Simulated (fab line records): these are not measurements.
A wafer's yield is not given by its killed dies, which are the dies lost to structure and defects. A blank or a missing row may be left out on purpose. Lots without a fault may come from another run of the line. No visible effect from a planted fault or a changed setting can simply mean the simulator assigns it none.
Which tool did it? || flow n5_finfet || 26 wafers from 9 lots sampled at 5 of the route's 1938 steps

WHAT THE GAUGES SHOWED, per wafer
N5_BEOL_M4_RC_MEAS_101.
{"lot": "L301", "measured": "day 7 20:11", "on": "prober-02", "DIBL_N (mV/V)": "36.5 37.0 37.2"}
{"lot": "L302", "measured": "day 8 09:56", "on": "prober-01", "DIBL_N (mV/V)": "37.4 38.5 36.1"}
{"lot": "L303", "measured": "day 8 12:26", "on": "prober-02", "DIBL_N (mV/V)": "35.8 36.0 35.8"}
{"lot": "L304", "measured": "day 8 15:07", "on": "prober-01", "DIBL_N (mV/V)": "36.4 34.1 35.7"}
{"lot": "L308", "measured": "day 9 22:43", "on": "prober-01", "DIBL_N (mV/V)": "38.0 39.0 38.1"}
{"lot": "L309", "measured": "day 9 21:47", "on": "prober-01", "DIBL_N (mV/V)": "35.3 35.9 35.8"}
{"lot": "L315", "measured": "day 11 03:19", "on": "prober-01", "DIBL_N (mV/V)": "37.4 37.2 37.9"}
{"lot": "L318", "measured": "day 12 08:25", "on": "prober-01", "DIBL_N (mV/V)": "37.9 38.5"}
{"lot": "L322", "measured": "day 13 03:38", "on": "prober-02", "DIBL_N (mV/V)": "35.1 34.7 35.5"}

TOOL THAT RAN EACH LOT (tool first, then ch and the chambers of the sampled wafers, then the start)
{"lot": "L301", "N5_HKMG_FIN_DESCUM_17": "rie_diel-04 ch 1,2, day 4 03:04", "N5_HKMG_FIN_ETCH_35": "rie_diel-04 ch 1,2, day 4 03:22", "N5_HKMG_FIN_ALD_91": "ald_metal-03 ch 2,3, day 4 04:04", "N5_HKMG_FIN_STRIP_89": "rie_diel-04 ch 2,3, day 4 04:39"}
{"lot": "L302", "N5_HKMG_FIN_DESCUM_17": "rie_diel-02 ch 1,2,3, day 4 08:58", "N5_HKMG_FIN_ETCH_35": "rie_diel-02 ch 1,2,3, day 4 09:16", "N5_HKMG_FIN_ALD_91": "ald_metal-04 ch 0,2,3, day 4 09:57", "N5_HKMG_FIN_STRIP_89": "rie_diel-04 ch 2,3, day 4 10:23"}
{"lot": "L303", "N5_HKMG_FIN_DESCUM_17": "rie_diel-02 ch 0,1,3, day 4 20:10", "N5_HKMG_FIN_ETCH_35": "rie_diel-02 ch 0,1,3, day 4 20:28", "N5_HKMG_FIN_ALD_91": "ald_metal-04 ch 0,2,3, day 4 21:08", "N5_HKMG_FIN_STRIP_89": "rie_diel-01 ch 0,2,3, day 4 21:32"}
{"lot": "L304", "N5_HKMG_FIN_DESCUM_17": "rie_diel-04 ch 2,3, day 4 20:23", "N5_HKMG_FIN_ETCH_35": "rie_diel-04 ch 2,3, day 4 20:41", "N5_HKMG_FIN_ALD_91": "ald_metal-03 ch 1,2,3, day 4 21:22", "N5_HKMG_FIN_STRIP_89": "rie_diel-04 ch 1,2,3, day 4 21:46"}
{"lot": "L308", "N5_HKMG_FIN_DESCUM_17": "rie_diel-01 ch 1,2, day 5 22:01", "N5_HKMG_FIN_ETCH_35": "rie_diel-01 ch 1,2, day 5 22:19", "N5_HKMG_FIN_ALD_91": "ald_metal-03 ch 1,3, day 5 22:59", "N5_HKMG_FIN_STRIP_89": "rie_diel-02 ch 2,3, day 5 23:23"}
{"lot": "L309", "N5_HKMG_FIN_DESCUM_17": "rie_diel-02 ch 0,3, day 6 02:22", "N5_HKMG_FIN_ETCH_35": "rie_diel-02 ch 0,3, day 6 02:40", "N5_HKMG_FIN_ALD_91": "ald_metal-03 ch 1,2,3, day 6 03:22", "N5_HKMG_FIN_STRIP_89": "rie_diel-01 ch 0,1,3, day 6 03:49"}
{"lot": "L315", "N5_HKMG_FIN_DESCUM_17": "rie_diel-04 ch 0,1,3, day 7 15:27", "N5_HKMG_FIN_ETCH_35": "rie_diel-04 ch 0,1,3, day 7 15:45", "N5_HKMG_FIN_ALD_91": "ald_metal-03 ch 0,1,2, day 7 16:26", "N5_HKMG_FIN_STRIP_89": "rie_diel-04 ch 0,1,3, day 7 16:50"}
{"lot": "L318", "N5_HKMG_FIN_DESCUM_17": "rie_diel-04 ch 2, day 8 11:38", "N5_HKMG_FIN_ETCH_35": "rie_diel-04 ch 2, day 8 11:56", "N5_HKMG_FIN_ALD_91": "ald_metal-03 ch 1,2, day 8 12:37", "N5_HKMG_FIN_STRIP_89": "rie_diel-04 ch 2,3, day 8 13:01"}
{"lot": "L322", "N5_HKMG_FIN_DESCUM_17": "rie_diel-04 ch 0,1,2, day 9 12:32", "N5_HKMG_FIN_ETCH_35": "rie_diel-04 ch 0,1,2, day 9 12:50", "N5_HKMG_FIN_ALD_91": "ald_metal-04 ch 0,1,2, day 9 13:31", "N5_HKMG_FIN_STRIP_89": "rie_diel-01 ch 1,2, day 9 13:55"}
- N5_HKMG_FIN_DESCUM_17: chemistry O2, time 7.9 s.
- N5_HKMG_FIN_ETCH_35: etches SOC in N2/H2, target depth 215.8 nm, time 243.4 s.
- N5_HKMG_FIN_ALD_91: deposits TiN, target thk 1 nm, pulse time 1 s, purge time 3 s.
- N5_HKMG_FIN_STRIP_89: strips SOC in N2/H2, time 20 s.

THE ANSWER, worked out from the rows above alone
Rule: what is usual is taken from the lots themselves. Put in order of their means at a reading, lots are off if they are a third of the lots or fewer, leave a main group of 4 or more, and stand apart from it by a gap of 3 or more times the standard deviation of the main group's means; of several such gaps the widest counts. Not used: any main group whose means are identical at the precision the tables above print for the reading. A lot without any number at a reading at which 4 lots or more have one is off too. Where the step has rows for the other lots, those lots are counted as sound.
Across all readings shown, no lot is off: no conclusion can be drawn from this.

WHAT THE SIMULATOR HAD INSERTED
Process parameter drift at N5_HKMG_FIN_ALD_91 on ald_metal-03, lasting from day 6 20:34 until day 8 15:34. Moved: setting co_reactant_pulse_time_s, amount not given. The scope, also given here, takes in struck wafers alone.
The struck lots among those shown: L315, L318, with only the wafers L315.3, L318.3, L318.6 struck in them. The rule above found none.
